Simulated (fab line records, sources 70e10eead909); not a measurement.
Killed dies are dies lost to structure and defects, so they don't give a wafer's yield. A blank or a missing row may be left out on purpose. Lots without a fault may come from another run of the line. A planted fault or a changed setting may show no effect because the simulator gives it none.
Chamber matching | flow nand_harc | NHARC_A_WL_FILL_ALD_02 on ald_metal-03: 4 sister chambers
The step deposits TiN, target thk 2 nm, pulse time 3 s, ald cycles 100. 4 wafers are shown with their chamber, then 7 later ones without.

WAFERS WITH THEIR CHAMBER
wafer  | chamber | heater_power_w (W)
L976.1 | 2       | 1127
L985.4 | 1       | 827
L985.5 | 0       | 1003
L990.5 | 3       | 979

WAFERS WITHOUT THEIR CHAMBER
wafer  | heater_power_w (W)
L990.6 | 1028
L993.1 | 1121
L993.3 | 851
L993.4 | 962
L997.1 | 1018
L997.3 | 849
L997.4 | 859

WHICH CHAMBER EACH WENT THROUGH
wafer  | from the rows above     | in truth
L990.6 | can't be placed: 0 or 3 | 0
L993.1 | 2                       | 2
L993.3 | 1                       | 1
L993.4 | can't be placed: 3 or 0 | 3
L997.1 | can't be placed: 0 or 3 | 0
L997.3 | 1                       | 1
L997.4 | 1                       | 1
Placed correctly: 4 of 7. Can't be placed from these rows: 3 (the true chamber is among the candidates in 3). Placed wrongly: 0.
How it was worked out, from the rows above alone: a wafer's distance from a chamber is the root of the sum, over the readings, of the square of ((its reading less the chamber's mean) divided by the reading's scatter). The wafer belongs to the nearest chamber; if the next one is less than 2 further off, it can't be placed. A chamber's mean is the mean of its shown wafers. The scatter: with one shown wafer a chamber, the root of the mean of the squares of how far each hidden wafer lies from its nearest shown one.
